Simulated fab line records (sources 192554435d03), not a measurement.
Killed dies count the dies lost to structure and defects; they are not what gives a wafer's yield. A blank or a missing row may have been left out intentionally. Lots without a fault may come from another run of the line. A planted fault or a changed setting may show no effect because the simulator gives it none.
fab line records -- flow n5-finfet
record lots=12, wafers=32, last-day=18
route steps=1938 shown GATE_CUT@490 PASSIVATION@1936
lots that met no fault: from a run of the same line without faults
start-h: the number of hours between the record's first day and the start of the first shown wafer of the lot -- wait-h: hours since the lot's step before -- " unchanged from the row above -- L1.1+2: a single row standing in for several wafers -- - no value, or no start was given -- * or withheld: withheld -- < > ~ a bound
route shown NAME@n: names a module that has steps shown in the file, with the first one's number in the route -- usual: the fault-free wafers' mean and standard deviation -- same: alike in all rows -- chamber/n: place in a boat -- sites: each site's reading -- _std_site: the standard deviation of these -- _edge_site: mean of outer sites minus mean of inner sites -- radius-mm: for every site, how far away it sits from the centre of the wafer -- mask NAME#n: copy n -- behind: tool/chamber where the wafer was last shaped -- hold: why the lot was held/for how many hours/how that ended -- device: transistor that didn't switch, given as n, p or np -- end of line: the tests these same wafers got at the end of their route -- a step with no rows: only its recipe -- killed: the dies lost at the first sort to structure and to defects; this is not the yield of the wafer -- map: shows each die of a wafer: x if killed, . if not, _ if none is there
set.NAME: the setting that was run; set.NAME@STEP: the one run at that earlier step -- model.NAME: the simulator's own value behind a step, which no gauge read
one table for each step of the route and one row for each wafer, over a sample of lots
services: from which hour (start-h, from the record's first day; less than 0 if before it) a tool's chamber was out of use, for how many hours, and why
## steps
# step N5_GATE_CUT_DESCUM_18
# recipe chemistry=O2, time-s=7, source-power-w=50, bias-power-w=20, pressure-mtorr=20, rf-frequency-hz=2.712e+07, temp-c=40, resist=CAR-EUV, o2-flow-sccm=225
# usual drypump-motor-current-A=5.6/0.39, oes-product-au=0.76/0.078, rf-vpp-V=242.9/1.3, showerhead-plenum-p-Torr=2.08/0.068, throttle-valve-pct=20.60/0.29
lot.wafer,tool,chamber,start-h,wait-h,drypump-motor-current-A,oes-product-au,rf-hours-counter-h,rf-vpp-V,showerhead-plenum-p-Torr,throttle-valve-pct
L852.2,rie-diel-02,2,82.08,0.0,5.9,0.78,121,244.1,2.10,20.33
L852.5,rie-diel-02,0,82.08,0.0,5.6,0.68,-,243.9,2.16,20.44
L855.1,rie-diel-01,1,102.58,0.0,5.3,0.77,138,239.8,1.98,20.41
L855.6,rie-diel-01,1,102.58,0.0,5.3,0.77,-,243.9,1.98,20.40
L856.1,rie-diel-03,0,105.66,0.0,5.4,0.75,165,244.6,2.20,20.82
L856.6,rie-diel-03,0,105.66,0.0,5.3,0.75,-,244.6,2.20,20.81
L857.1,rie-diel-02,2,115.11,0.6,5.9,0.78,130,243.7,2.09,20.36
L857.3,rie-diel-02,3,115.11,0.6,5.3,0.85,63,242.7,2.14,20.34
L859.1,rie-diel-03,2,126.28,0.0,5.8,0.70,239,243.2,2.06,21.06
L859.5,rie-diel-03,2,126.28,0.0,5.8,0.71,-,242.5,2.06,21.04
L859.6,rie-diel-03,3,126.28,0.0,5.2,0.77,-,241.5,2.00,20.50
L860.1,rie-diel-01,0,139.93,0.0,6.4,0.74,159,240.5,2.10,20.32
L860.5,rie-diel-01,3,139.93,0.0,6.1,0.73,-,241.6,2.01,21.07
L860.6,rie-diel-01,0,139.93,0.0,6.4,0.74,-,244.4,2.10,20.33
L861.2,rie-diel-03,0,147.03,0.2,5.4,0.74,179,244.5,2.19,20.82
L861.3,rie-diel-03,2,147.03,0.2,5.9,0.69,244,242.2,2.06,21.07
L861.4,rie-diel-03,1,147.03,0.2,5.0,0.67,-,241.6,2.05,20.80
L863.1,rie-diel-03,0,150.63,0.1,5.4,0.74,179,245.6,2.19,20.81
L863.3,rie-diel-03,2,150.63,0.1,5.8,0.69,245,243.0,2.06,21.07
L863.4,rie-diel-03,3,150.63,0.1,5.2,0.77,139,240.8,2.00,20.52
L866.1,rie-diel-02,1,171.37,0.6,5.6,0.76,148,243.5,2.01,20.73
L866.2,rie-diel-02,2,171.37,0.6,5.9,0.76,147,243.6,2.09,20.40
L866.5,rie-diel-02,1,171.37,0.6,5.6,0.76,-,241.7,2.01,20.72
L865.3,rie-diel-03,0,171.90,0.9,5.4,0.74,184,242.7,2.19,20.84
L865.4,rie-diel-03,3,171.90,0.9,5.2,0.76,145,241.8,2.00,20.54
L865.5,rie-diel-03,2,171.90,0.9,5.8,0.69,-,243.4,2.06,21.07
L871.3,rie-diel-01,2,207.11,0.0,6.1,0.75,161,244.5,2.18,20.14
L871.4,rie-diel-01,3,207.11,0.0,6.1,0.72,205,241.1,2.00,21.11
L871.5,rie-diel-01,3,207.11,0.0,6.1,0.72,-,240.9,2.00,21.12
L875.1,rie-diel-03,2,226.45,0.7,5.9,0.96,11,241.8,2.06,20.61
L875.3,rie-diel-03,0,226.45,0.7,5.4,0.72,204,243.7,2.18,20.85
L875.5,rie-diel-03,2,226.45,0.7,5.8,0.97,-,241.4,2.06,20.60
# step N5_GATE_CUT_STRIP_42
# recipe chemistry=O2, power-w=400, temp-c=40, pressure-mtorr=30, rf-frequency-hz=6e+07, bias-power-w=0, overash-fraction=0.3, o2-flow-sccm=225
# usual drypump-motor-current-A=5.6/0.39, oes-product-au=0.76/0.078, rf-vpp-V=3.7/0.46, showerhead-plenum-p-Torr=2.09/0.068, throttle-valve-pct=16.85/0.27
lot.wafer,tool,chamber,start-h,wait-h,drypump-motor-current-A,oes-product-au,rf-hours-counter-h,rf-vpp-V,showerhead-plenum-p-Torr,throttle-valve-pct
L852.2,rie-diel-02,2,82.33,0.0,5.9,0.78,121,2.9,2.10,16.66
L852.5,rie-diel-02,0,82.33,0.0,5.6,0.68,-,3.8,2.17,16.71
L855.1,rie-diel-01,1,102.82,0.0,5.3,0.77,138,3.3,1.99,16.66
L855.6,rie-diel-01,1,102.82,0.0,5.3,0.76,-,2.8,1.99,16.69
L856.1,rie-diel-03,0,105.90,0.0,5.4,0.75,165,4.1,2.20,17.06
L856.6,rie-diel-03,0,105.90,0.0,5.4,0.76,-,4.0,2.20,17.05
L857.1,rie-diel-02,2,115.35,0.0,5.9,0.77,130,3.9,2.10,16.70
L857.3,rie-diel-02,3,115.35,0.0,5.3,0.85,63,3.6,2.14,16.57
L859.1,rie-diel-03,2,126.52,0.0,5.9,0.70,239,3.9,2.07,17.29
L859.5,rie-diel-03,2,126.52,0.0,5.9,0.70,-,3.4,2.07,17.26
L859.6,rie-diel-03,3,126.52,0.0,5.2,0.78,-,4.0,2.01,16.77
L860.1,rie-diel-01,0,140.17,0.0,6.4,0.73,159,3.5,2.11,16.57
L860.5,rie-diel-01,3,140.17,0.0,6.1,0.73,-,3.3,2.01,17.24
L860.6,rie-diel-01,0,140.17,0.0,6.4,0.73,-,3.6,2.11,16.58
L861.2,rie-diel-03,0,147.27,0.0,5.4,0.73,179,3.6,2.20,17.07
L861.3,rie-diel-03,2,147.27,0.0,5.9,0.69,244,3.8,2.07,17.27
L861.4,rie-diel-03,1,147.27,0.0,5.1,0.67,-,3.5,2.06,17.05
L863.1,rie-diel-03,0,150.88,0.0,5.4,0.74,179,3.8,2.20,17.08
L863.3,rie-diel-03,2,150.88,0.0,5.9,0.70,245,3.1,2.07,17.30
L863.4,rie-diel-03,3,150.88,0.0,5.2,0.77,140,3.3,2.01,16.76
L866.1,rie-diel-02,1,171.61,0.0,5.6,0.76,148,3.3,2.01,16.96
L866.2,rie-diel-02,2,171.61,0.0,5.9,0.75,147,3.5,2.09,16.71
L866.5,rie-diel-02,1,171.61,0.0,5.6,0.76,-,3.7,2.01,16.97
L865.3,rie-diel-03,0,172.14,0.0,5.4,0.74,184,3.1,2.19,17.09
L865.4,rie-diel-03,3,172.14,0.0,5.2,0.76,145,3.8,2.00,16.78
L865.5,rie-diel-03,2,172.14,0.0,5.9,0.69,-,3.9,2.06,17.30
L871.3,rie-diel-01,2,207.36,0.0,6.1,0.75,162,4.2,2.18,16.50
L871.4,rie-diel-01,3,207.36,0.0,6.0,0.72,205,4.4,2.01,17.29
L871.5,rie-diel-01,3,207.36,0.0,6.1,0.71,-,4.2,2.01,17.27
L875.1,rie-diel-03,2,226.70,0.0,5.9,0.97,11,4.0,2.06,16.79
L875.3,rie-diel-03,0,226.70,0.0,5.4,0.73,204,4.2,2.19,17.12
L875.5,rie-diel-03,2,226.70,0.0,5.9,0.97,-,2.9,2.06,16.80
# step N5_GATE_CUT_CUT_ETCH_53
# recipe chemistry=SF6/Cl2, target=W, mask-material=SiO2, target-depth-a=792, pressure-mtorr=8, icp-w=900, bias-w=80, SF6_flow_sccm=40, Cl2_flow_sccm=60, ends=cleared
# usual drypump-motor-current-A=5.8/0.34, etch-rf-on-time-s=26.2/0.86, oes-product-au=0.68/0.063, throttle-valve-pct=28.9/0.5
lot.wafer,tool,chamber,start-h,wait-h,drypump-motor-current-A,etch-rf-on-time-s,oes-product-au,rf-hours-counter-h,throttle-valve-pct
L852.2,rie-metal-03,0,82.47,0.1,6.2,26.6,0.75,26,29.6
L852.5,rie-metal-03,1,82.47,0.1,6.4,26.0,0.66,-,27.9
L855.1,rie-metal-01,1,102.97,0.1,5.5,26.3,0.74,20,28.8
L855.6,rie-metal-01,0,102.97,0.1,5.7,25.1,0.63,-,29.1
L856.1,rie-metal-03,1,106.05,0.1,6.4,26.3,0.65,62,27.9
L856.6,rie-metal-03,1,106.05,0.1,6.4,26.0,0.66,-,27.9
L857.1,rie-metal-01,0,115.50,0.1,5.7,25.1,0.62,93,29.1
L857.3,rie-metal-01,0,115.50,0.1,5.7,25.0,0.62,-,29.1
L859.1,rie-metal-01,0,126.67,0.1,5.7,24.8,0.62,94,29.1
L859.5,rie-metal-01,1,126.67,0.1,5.5,26.4,0.73,-,28.8
L859.6,rie-metal-01,0,126.67,0.1,5.7,24.7,0.63,-,29.1
L860.1,rie-metal-02,1,140.32,0.1,5.5,26.0,0.71,46,29.0
L860.5,rie-metal-02,0,140.32,0.1,5.9,28.1,0.52,-,29.2
L860.6,rie-metal-02,1,140.32,0.1,5.5,26.3,0.70,-,29.0
L861.2,rie-metal-01,1,147.42,0.1,5.5,26.7,0.72,24,28.8
L861.3,rie-metal-01,1,147.42,0.1,5.5,26.7,0.72,-,28.8
L861.4,rie-metal-01,0,147.42,0.1,5.7,24.9,0.62,-,29.1
L863.1,rie-metal-01,1,151.02,0.1,5.5,26.9,0.72,24,28.8
L863.3,rie-metal-01,1,151.02,0.1,5.5,26.6,0.72,-,28.8
L863.4,rie-metal-01,0,151.02,0.1,5.7,25.0,0.62,-,29.1
L866.1,rie-metal-02,1,171.76,0.1,5.5,25.9,0.70,48,29.0
L866.2,rie-metal-02,1,171.76,0.1,5.5,26.0,0.70,-,29.0
L866.5,rie-metal-02,1,171.76,0.1,5.5,25.9,0.71,-,29.0
L865.3,rie-metal-03,0,172.31,0.1,6.1,27.2,0.72,-,29.6
L865.4,rie-metal-03,1,172.31,0.1,6.4,26.3,0.65,-,27.9
L865.5,rie-metal-03,0,172.31,0.1,6.2,27.1,0.71,-,29.6
L871.3,rie-metal-03,1,207.52,0.1,6.4,34.3,0.55,-,27.8
L871.4,rie-metal-03,0,207.52,0.1,6.1,27.7,0.71,-,29.6
L871.5,rie-metal-03,0,207.52,0.1,6.2,34.3,0.62,-,29.5
L875.1,rie-metal-03,0,226.84,0.1,6.2,27.2,0.70,37,29.6
L875.3,rie-metal-03,1,226.84,0.1,6.4,34.3,0.54,-,27.9
L875.5,rie-metal-03,0,226.84,0.1,6.2,34.3,0.62,-,29.5
# step N5_GATE_CUT_VAPOR_ETCH_51
# recipe chemistry=BCl3/Cl2, target=HfO2, mode=isotropic
# usual drypump-motor-current-A=5.8/0.34, oes-product-au=0.75/0.079
lot.wafer,tool,chamber,start-h,wait-h,drypump-motor-current-A,oes-product-au
L852.2,rie-metal-03,0,82.71,0.0,6.1,0.82
L852.5,rie-metal-03,1,82.71,0.0,6.4,0.71
L855.1,rie-metal-01,1,103.21,0.0,5.5,0.83
L855.6,rie-metal-01,0,103.21,0.0,5.7,0.67
L856.1,rie-metal-03,1,106.37,0.0,6.4,0.71
L856.6,rie-metal-03,1,106.37,0.0,6.4,0.72
L857.1,rie-metal-01,0,115.74,0.0,5.7,0.67
L857.3,rie-metal-01,0,115.74,0.0,5.7,0.67
L859.1,rie-metal-01,0,126.91,0.0,5.7,0.68
L859.5,rie-metal-01,1,126.91,0.0,5.5,0.82
L859.6,rie-metal-01,0,126.91,0.0,5.7,0.67
L860.1,rie-metal-02,1,140.56,0.0,5.5,0.78
L860.5,rie-metal-02,0,140.56,0.0,5.8,0.59
L860.6,rie-metal-02,1,140.56,0.0,5.5,0.77
L861.2,rie-metal-01,1,147.66,0.0,5.5,0.82
L861.3,rie-metal-01,1,147.66,0.0,5.4,0.81
L861.4,rie-metal-01,0,147.66,0.0,5.7,0.67
L863.1,rie-metal-01,1,151.26,0.0,5.4,0.81
L863.3,rie-metal-01,1,151.26,0.0,5.5,0.82
L863.4,rie-metal-01,0,151.26,0.0,5.7,0.67
L866.1,rie-metal-02,1,172.24,0.1,5.5,0.78
L866.2,rie-metal-02,1,172.24,0.1,5.5,0.76
L866.5,rie-metal-02,1,172.24,0.1,5.5,0.77
L865.3,rie-metal-03,0,172.54,0.0,6.1,0.81
L865.4,rie-metal-03,1,172.54,0.0,6.4,0.70
L865.5,rie-metal-03,0,172.54,0.0,6.1,0.81
L871.3,rie-metal-03,1,207.75,0.0,6.4,0.70
L871.4,rie-metal-03,0,207.75,0.0,6.2,0.79
L871.5,rie-metal-03,0,207.75,0.0,6.2,0.80
L875.1,rie-metal-03,0,227.08,0.0,6.2,0.79
L875.3,rie-metal-03,1,227.08,0.0,6.4,0.70
L875.5,rie-metal-03,0,227.08,0.0,6.1,0.79
# step N5_PASSIVATION_PROBE_49
# usual killed_at_M0_to_M3=33/9.9, killed_at_M4_up=15/5.6, killed-at-contacts=13/5.7, killed-at-front-end=38/12, killed-at-other=4/3.1, killed-dies=103/17, killed-open=66/13, killed-short=32/7.8
# same gross-dies=1180, killed-at-back-side=0
lot.wafer,tool,chamber,start-h,wait-h,killed_at_M0_to_M3,killed_at_M4_up,killed-at-contacts,killed-at-front-end,killed-at-other,killed-dies,killed-open,killed-short
L852.2,prober-02,-,288.28,0.1,22,18,19,44,3,106,78,28
L852.5,prober-02,-,288.43,0.2,25,13,10,38,0,86,54,23
L857.1,prober-01,-,298.65,0.0,33,20,12,39,2,106,70,33
L857.3,prober-01,-,298.75,0.1,21,17,12,31,4,85,50,31
L855.1,prober-01,-,302.87,0.0,23,21,10,28,5,87,51,32
L855.6,prober-01,-,303.12,0.3,32,32,9,38,5,116,71,42
L856.1,prober-01,-,305.33,0.0,41,14,20,56,9,140,93,45
L856.6,prober-01,-,305.58,0.3,22,8,17,75,2,124,96,27
L859.1,prober-01,-,324.85,0.0,25,13,12,51,2,103,77,25
L859.5,prober-01,-,325.05,0.2,25,25,7,31,2,90,60,28
L859.6,prober-01,-,325.10,0.3,26,24,6,26,4,86,55,30
L860.1,prober-01,-,335.18,0.0,26,15,11,27,2,81,51,25
L860.5,prober-01,-,335.38,0.2,38,17,13,20,17,105,70,33
L860.6,prober-01,-,335.43,0.3,27,13,8,31,7,86,49,28
L861.2,prober-01,-,340.37,0.1,37,11,10,27,0,85,59,26
L861.3,prober-01,-,340.42,0.1,47,16,12,32,6,113,61,48
L861.4,prober-01,-,340.47,0.2,46,17,14,40,0,117,68,41
L863.1,prober-02,-,345.94,0.0,13,16,4,36,0,69,43,24
L863.3,prober-02,-,346.04,0.1,43,7,9,28,2,89,61,27
L863.4,prober-02,-,346.09,0.2,29,9,7,38,2,85,45,33
L866.1,prober-01,-,350.34,0.0,49,18,14,41,6,128,86,40
L866.2,prober-01,-,350.39,0.1,43,5,17,29,0,94,63,23
L866.5,prober-01,-,350.54,0.2,40,10,11,23,4,88,58,28
L865.3,prober-02,-,371.69,0.1,25,6,22,55,1,109,80,27
L865.4,prober-02,-,371.74,0.2,42,12,11,53,1,119,77,41
L865.5,prober-02,-,371.79,0.2,24,12,21,48,2,107,73,32
L871.3,prober-01,-,408.24,0.1,27,15,10,55,2,109,71,30
L871.4,prober-01,-,408.29,0.2,40,22,7,67,5,141,93,42
L871.5,prober-01,-,408.34,0.2,28,19,4,50,5,106,67,35
L875.1,prober-02,-,432.52,0.0,15,18,10,38,0,81,52,22
L875.3,prober-02,-,432.62,0.1,38,15,7,37,3,100,61,34
L875.5,prober-02,-,432.72,0.2,26,17,18,53,3,117,67,44
# killed by level:class
L852.2 FIN_SAQP:geometric-particle:open=15 MOL_CONTACT_COAG:geometric-particle:open=14 BEOL_M4:geometric-particle:open=10 FIN_SAQP:geometric-particle:short=8 BEOL_M0_SAQP:geometric-particle:open=8 BEOL_M5:geometric-particle:open=6 STI_FIN_REVEAL:geometric-particle:open=5 GATE_CUT:geometric-particle:short=5
L852.5 BEOL_M0_SAQP:geometric-particle:open=8 STI_FIN_REVEAL:geometric-particle:open=8 MOL_CONTACT_COAG:geometric-particle:open=8 HKMG_FIN:area-etch=7 FIN_SAQP:geometric-particle:open=5 ILD0:geometric-particle:short=4 BEOL_M0_SAQP:geometric-particle:short=4 BEOL_M0:geometric-particle:open=4
L857.1 STI_FIN_REVEAL:geometric-particle:open=12 MOL_CONTACT_COAG:geometric-particle:open=11 BEOL_M0:geometric-particle:open=8 BEOL_M2:geometric-particle:open=7 FIN_SAQP:geometric-particle:open=6 BEOL_M0:geometric-particle:short=5 FIN_SAQP:geometric-particle:short=4 GATE_CUT:geometric-particle:short=4
L857.3 MOL_CONTACT_COAG:geometric-particle:open=9 FIN_SAQP:geometric-particle:open=6 DUMMY_GATE:geometric-particle:open=6 FIN_SAQP:geometric-particle:short=5 STARTING-WAFER:geometric-particle:short=5 GATE_CUT:geometric-particle:short=3 MOL_CONTACT_COAG:geometric-particle:short=3 BEOL_M0_SAQP:geometric-particle:short=3
L855.1 FIN_SAQP:geometric-particle:short=9 MOL_CONTACT_COAG:geometric-particle:open=7 BEOL_M0_SAQP:geometric-particle:short=6 BEOL_M1:geometric-particle:open=6 BEOL_M4:geometric-particle:short=6 BEOL_M4:geometric-particle:open=6 DUMMY_GATE:geometric-particle:open=5 BEOL_M0_SAQP:geometric-particle:open=5
L855.6 BEOL_M4:geometric-particle:open=14 FIN_SAQP:geometric-particle:short=10 FIN_SAQP:geometric-particle:open=9 BEOL_M1:geometric-particle:open=8 BEOL_M4:geometric-particle:short=8 BEOL_M0_SAQP:geometric-particle:open=7 BEOL_M0_SAQP:geometric-particle:short=7 MOL_CONTACT_COAG:geometric-particle:open=6
L856.1 MOL_CONTACT_COAG:geometric-particle:open=18 FIN_SAQP:geometric-particle:open=14 BEOL_M3:geometric-particle:open=13 STI_FIN_REVEAL:geometric-particle:open=11 FIN_SAQP:geometric-particle:short=10 BEOL_M1:geometric-particle:open=9 BEOL_M2:geometric-particle:open=6 BEOL_M0_SAQP:geometric-particle:short=6
L856.6 STI_FIN_REVEAL:geometric-particle:open=32 MOL_CONTACT_COAG:geometric-particle:open=15 FIN_SAQP:geometric-particle:open=11 BEOL_M0_SAQP:geometric-particle:open=10 BEOL_M3:geometric-particle:open=7 DUMMY_GATE:geometric-particle:short=5 GATE_CUT:geometric-particle:short=5 FIN_SAQP:geometric-particle:short=4
L859.1 FIN_SAQP:geometric-particle:open=26 BEOL_M3:geometric-particle:open=10 MOL_CONTACT_COAG:geometric-particle:open=8 BEOL_M5:geometric-particle:open=7 FIN_SAQP:geometric-particle:short=6 BEOL_M2:geometric-particle:open=5 MOL_CONTACT_COAG:geometric-particle:short=4 GATE_CUT:geometric-particle:short=3
L859.5 BEOL_M4:geometric-particle:open=11 FIN_SAQP:geometric-particle:open=9 FIN_SAQP:geometric-particle:short=9 BEOL_M2:geometric-particle:open=6 MOL_CONTACT_COAG:geometric-particle:open=5 BEOL_M0_SAQP:geometric-particle:short=5 BEOL_M3:geometric-particle:open=5 STARTING-WAFER:geometric-particle:open=5
L859.6 BEOL_M4:geometric-particle:open=15 GATE_CUT:geometric-particle:open=5 BEOL_M0_SAQP:geometric-particle:short=5 FIN_SAQP:geometric-particle:short=4 GATE_CUT:geometric-particle:short=4 MOL_CONTACT_COAG:geometric-particle:open=4 BEOL_M0_SAQP:geometric-particle:open=4 BEOL_M0:geometric-particle:short=4
L860.1 BEOL_M0_SAQP:geometric-particle:open=7 STI_FIN_REVEAL:geometric-particle:open=7 MOL_CONTACT_COAG:geometric-particle:open=7 FIN_SAQP:geometric-particle:open=6 BEOL_M3:geometric-particle:open=6 GATE_CUT:geometric-particle:short=5 BEOL_M2:geometric-particle:open=4 BEOL_M6:geometric-particle:open=4
L860.5 BEOL_M3:geometric-particle:open=14 MOL_CONTACT_COAG:geometric-particle:open=11 BEOL_M4:geometric-particle:open=7 BEOL_M0_SAQP:geometric-particle:open=7 MIM_TOP_ETCH:geometric-particle:short=7 BEOL_M2:geometric-particle:open=7 BEOL_M0_SAQP:geometric-particle:short=6 STI_FIN_REVEAL:geometric-particle:open=5
L860.6 BEOL_M3:geometric-particle:open=7 HKMG_FIN:area-etch=7 MOL_CONTACT_COAG:geometric-particle:open=6 FIN_SAQP:geometric-particle:short=5 STI_FIN_REVEAL:geometric-particle:open=5 BEOL_M1:geometric-particle:open=5 BEOL_M4:geometric-particle:open=5 ILD0:geometric-particle:short=3
L861.2 MOL_CONTACT_COAG:geometric-particle:open=9 BEOL_M2:geometric-particle:open=8 BEOL_M0:geometric-particle:open=7 BEOL_M4:geometric-particle:open=7 STI_FIN_REVEAL:geometric-particle:open=6 FIN_SAQP:geometric-particle:short=5 BEOL_M0:geometric-particle:short=5 BEOL_M2:geometric-particle:short=4
L861.3 BEOL_M3:geometric-particle:open=10 FIN_SAQP:geometric-particle:short=9 MOL_CONTACT_COAG:geometric-particle:open=8 BEOL_M2:geometric-particle:open=8 BEOL_M0_SAQP:geometric-particle:short=7 BEOL_M2:geometric-particle:short=7 STI_FIN_REVEAL:geometric-particle:open=6 DUMMY_GATE:geometric-particle:open=5
L861.4 FIN_SAQP:geometric-particle:short=19 BEOL_M0_SAQP:geometric-particle:open=11 BEOL_M4:geometric-particle:open=10 BEOL_M0_SAQP:geometric-particle:short=9 FIN_SAQP:geometric-particle:open=8 MOL_CONTACT_COAG:geometric-particle:open=8 BEOL_M2:geometric-particle:open=6 BEOL_M3:geometric-particle:open=6
L863.1 STI_FIN_REVEAL:geometric-particle:open=9 FIN_SAQP:geometric-particle:short=4 MOL_CONTACT_COAG:geometric-particle:open=4 BEOL_M6:geometric-particle:open=4 STARTING-WAFER:geometric-particle:short=4 FIN_SAQP:geometric-particle:open=3 ILD0:geometric-particle:short=3 BEOL_M1:geometric-particle:short=3
L863.3 BEOL_M1:geometric-particle:open=10 STI_FIN_REVEAL:geometric-particle:open=8 BEOL_M0_SAQP:geometric-particle:open=8 MOL_CONTACT_COAG:geometric-particle:open=7 BEOL_M2:geometric-particle:open=7 FIN_SAQP:geometric-particle:open=5 BEOL_M0_SAQP:geometric-particle:short=5 BEOL_M2:geometric-particle:short=4
L863.4 BEOL_M0_SAQP:geometric-particle:short=7 MOL_CONTACT_COAG:geometric-particle:open=6 BEOL_M0_SAQP:geometric-particle:open=6 HKMG_FIN:area-etch=6 STI_FIN_REVEAL:geometric-particle:open=5 BEOL_M2:geometric-particle:open=5 STI_FIN_REVEAL:geometric-particle:short=4 BEOL_M3:geometric-particle:open=4
L866.1 MOL_CONTACT_COAG:geometric-particle:open=14 BEOL_M0_SAQP:geometric-particle:open=13 BEOL_M0_SAQP:geometric-particle:short=11 FIN_SAQP:geometric-particle:open=9 BEOL_M4:geometric-particle:open=9 FIN_SAQP:geometric-particle:short=8 STI_FIN_REVEAL:geometric-particle:open=7 BEOL_M2:geometric-particle:open=7
L866.2 MOL_CONTACT_COAG:geometric-particle:open=14 BEOL_M0_SAQP:geometric-particle:open=14 BEOL_M0_SAQP:geometric-particle:short=8 BEOL_M3:geometric-particle:open=8 HKMG_FIN:area-etch=8 DUMMY_GATE:geometric-particle:open=5 STI_FIN_REVEAL:geometric-particle:open=4 STARTING-WAFER:geometric-particle:open=4
L866.5 BEOL_M3:geometric-particle:open=13 BEOL_M0_SAQP:geometric-particle:short=9 BEOL_M2:geometric-particle:open=9 MOL_CONTACT_COAG:geometric-particle:open=8 FIN_SAQP:geometric-particle:open=5 STARTING-WAFER:geometric-particle:open=5 BEOL_M4:geometric-particle:short=4 STI_FIN_REVEAL:geometric-particle:open=3
L865.3 STI_FIN_REVEAL:geometric-particle:open=17 FIN_SAQP:geometric-particle:open=16 MOL_CONTACT_COAG:geometric-particle:open=16 BEOL_M0_SAQP:geometric-particle:short=7 BEOL_M2:geometric-particle:open=6 MOL_CONTACT_COAG:geometric-particle:short=5 BEOL_M0_SAQP:geometric-particle:open=4 STARTING-WAFER:geometric-particle:open=4
L865.4 BEOL_M1:geometric-particle:open=14 BEOL_M0_SAQP:geometric-particle:short=13 MOL_CONTACT_COAG:geometric-particle:open=10 FIN_SAQP:geometric-particle:open=7 STI_FIN_REVEAL:geometric-particle:open=7 ILD0:geometric-particle:open=7 GATE_CUT:geometric-particle:short=7 BEOL_M4:geometric-particle:open=6
L865.5 STI_FIN_REVEAL:geometric-particle:open=15 MOL_CONTACT_COAG:geometric-particle:open=15 FIN_SAQP:geometric-particle:open=10 BEOL_M0_SAQP:geometric-particle:open=8 FIN_SAQP:geometric-particle:short=7 BEOL_M0_SAQP:geometric-particle:short=7 STARTING-WAFER:geometric-particle:short=6 MOL_CONTACT_COAG:geometric-particle:short=5
L871.3 FIN_SAQP:geometric-particle:open=12 BEOL_M1:geometric-particle:open=10 STI_FIN_REVEAL:geometric-particle:open=9 BEOL_M4:geometric-particle:open=8 FIN_SAQP:geometric-particle:short=7 MOL_CONTACT_COAG:geometric-particle:open=7 DUMMY_GATE:geometric-particle:open=6 BEOL_M0_SAQP:geometric-particle:short=6
L871.4 FIN_SAQP:geometric-particle:open=26 BEOL_M0_SAQP:geometric-particle:short=11 BEOL_M5:geometric-particle:open=10 BEOL_M1:geometric-particle:open=8 BEOL_M3:geometric-particle:open=7 BEOL_M4:geometric-particle:open=7 FIN_SAQP:geometric-particle:short=6 STI_FIN_REVEAL:geometric-particle:open=6
L871.5 FIN_SAQP:geometric-particle:open=20 BEOL_M2:geometric-particle:open=10 FIN_SAQP:geometric-particle:short=8 BEOL_M0_SAQP:geometric-particle:short=6 BEOL_M1:geometric-particle:open=6 STI_FIN_REVEAL:geometric-particle:short=5 BEOL_M4:geometric-particle:open=5 MOL_CONTACT_COAG:geometric-particle:open=3
L875.1 FIN_SAQP:geometric-particle:open=12 BEOL_M0_SAQP:geometric-particle:open=7 BEOL_M4:geometric-particle:open=7 MOL_CONTACT_COAG:geometric-particle:open=6 BEOL_M5:geometric-particle:open=6 FIN_SAQP:geometric-particle:short=5 STI_FIN_REVEAL:geometric-particle:open=5 DUMMY_GATE:geometric-particle:open=5
L875.3 BEOL_M0_SAQP:geometric-particle:open=12 BEOL_M0_SAQP:geometric-particle:short=9 FIN_SAQP:geometric-particle:short=8 STI_FIN_REVEAL:geometric-particle:open=7 MOL_CONTACT_COAG:geometric-particle:open=7 DUMMY_GATE:geometric-particle:open=6 BEOL_M1:geometric-particle:open=6 FIN_SAQP:geometric-particle:open=5
L875.5 FIN_SAQP:geometric-particle:open=15 FIN_SAQP:geometric-particle:short=11 MOL_CONTACT_COAG:geometric-particle:open=10 STI_FIN_REVEAL:geometric-particle:open=8 BEOL_M0:geometric-particle:open=8 MOL_CONTACT_COAG:geometric-particle:short=7 BEOL_M4:geometric-particle:short=6 STARTING-WAFER:geometric-particle:short=6
## services
tool,chamber,start-h,hours,kind
rie-diel-03,3,101.29,10.9,repair
rie-diel-01,-,109.57,5.3,repair
rie-diel-01,1,126.45,15.1,repair
rie-diel-03,3,146.00,3.7,repair
rie-diel-02,0,156.91,-,clean
rie-diel-02,0,156.91,-,consumable-replace:focus-ring
rie-diel-02,0,156.91,15.5,scheduled-down
rie-diel-02,0,156.91,15.5,vent-cycle
rie-metal-02,0,158.28,-,clean
rie-metal-02,0,158.28,14.7,scheduled-down
rie-metal-02,0,158.28,14.7,vent-cycle
rie-metal-03,-,160.04,0.6,repair
rie-metal-01,-,164.81,0.4,repair
rie-diel-03,2,173.35,-,clean
rie-diel-03,2,173.35,-,consumable-replace:focus-ring
rie-diel-03,2,173.35,19.9,scheduled-down
rie-diel-03,2,173.35,19.9,vent-cycle
rie-diel-01,1,197.73,6.1,repair
rie-diel-01,1,210.44,1.8,repair
rie-diel-02,-,212.13,28.1,pm
rie-metal-03,1,218.36,1.4,repair
## key
first-sign step=N5_GATE_CUT_CUT_ETCH_53, reading=etch-rf-on-time-s, direction=up, sigmas=9.5, usual=*, struck=*
effect none on later readings
met-at N5_GATE_CUT_CUT_ETCH_53
struck-lots L871,L875
struck-wafers L871.3,L871.5,L875.3,L875.5
tester-left-out L871,L875
not-acting-at N5_GATE_CUT_DESCUM_18,N5_GATE_CUT_STRIP_42,N5_GATE_CUT_VAPOR_ETCH_51
onset-between 172.31 207.52
fault kind=process-parameter-drift, tool=rie-metal-03, chamber=-, onset-h=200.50, steps=N5_GATE_CUT_CUT_ETCH_53, channel=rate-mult, offset=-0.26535, shape=step, end-h=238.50, scope=struck-wafers-only
# tester-left-out: of these lots the tester's yield and bins aren't shown, on N5 and GAA mostly nor the transistor test; their killed dies are dies lost to structure and defects alone, not to doping, threshold or leakage, so they don't give the yield
